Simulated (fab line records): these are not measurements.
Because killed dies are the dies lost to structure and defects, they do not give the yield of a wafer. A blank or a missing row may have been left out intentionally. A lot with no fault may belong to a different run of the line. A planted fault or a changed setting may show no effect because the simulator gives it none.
Matching of chambers || flow nand harc || pecvd-04 running NHARC_P_M0_DEP_32: 3 sister chambers
The step deposits SiCN, target thk 30 nm. 14 wafers are shown with their chamber, then 7 later ones without.

## WAFERS PAIRED WITH THEIR CHAMBERS
{"wafer": "L074.2", "chamber": 0, "heater power w (W)": 491}
{"wafer": "L074.3", "chamber": 2, "heater power w (W)": 605}
{"wafer": "L074.5", "chamber": 0, "heater power w (W)": 514}
{"wafer": "L079.2", "chamber": 2, "heater power w (W)": 675}
{"wafer": "L079.3", "chamber": 0, "heater power w (W)": 481}
{"wafer": "L079.4", "chamber": 1, "heater power w (W)": 628}
{"wafer": "L084.1", "chamber": 1, "heater power w (W)": 550}
{"wafer": "L084.2", "chamber": 0, "heater power w (W)": 535}
{"wafer": "L084.6", "chamber": 1, "heater power w (W)": 552}
{"wafer": "L090.1", "chamber": 0, "heater power w (W)": 538}
{"wafer": "L090.5", "chamber": 1, "heater power w (W)": 562}
{"wafer": "L090.6", "chamber": 0, "heater power w (W)": 533}
{"wafer": "L091.2", "chamber": 2, "heater power w (W)": 642}
{"wafer": "L091.5", "chamber": 2, "heater power w (W)": 644}

SIGNATURES (means of the wafers above)
{"reading": "heater power w", "chamber 0": 515.33, "chamber 1": 573.00, "chamber 2": 641.50, "scatter within a chamber": 29.5}
Rule: a wafer's distance from a chamber is the root of the sum, over the readings, of the square of ((its reading less the chamber's mean) divided by the reading's scatter). If the next closest chamber is less than 2 further off than the closest, the wafer can't be placed; otherwise it belongs to the closest. The scatter: the root of (the sum of the squares of (reading less its chamber's mean) over the shown wafers, divided by (wafers less chambers)).

## WAFERS WHOSE CHAMBER IS MISSING
{"wafer": "L091.6", "heater power w (W)": 500}
{"wafer": "L097.1", "heater power w (W)": 480}
{"wafer": "L097.2", "heater power w (W)": 659}
{"wafer": "L097.4", "heater power w (W)": 658}
{"wafer": "L096.2", "heater power w (W)": 533}
{"wafer": "L096.3", "heater power w (W)": 648}
{"wafer": "L096.6", "heater power w (W)": 524}

## EACH ONE'S CHAMBER
{"wafer": "L091.6", "from the rows above": "can't be placed: 0 or 1", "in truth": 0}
{"wafer": "L097.1", "from the rows above": "can't be placed: 0 or 1", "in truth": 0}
{"wafer": "L097.2", "from the rows above": 2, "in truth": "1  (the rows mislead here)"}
{"wafer": "L097.4", "from the rows above": 2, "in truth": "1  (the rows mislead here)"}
{"wafer": "L096.2", "from the rows above": "can't be placed: 0 or 1", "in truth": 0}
{"wafer": "L096.3", "from the rows above": 2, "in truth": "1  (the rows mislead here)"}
{"wafer": "L096.6", "from the rows above": "can't be placed: 0 or 1", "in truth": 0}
Correctly placed: 0 of 7. Not placeable from these rows: 4 (in 4, the candidates include the true chamber). Wrongly placed: 3.
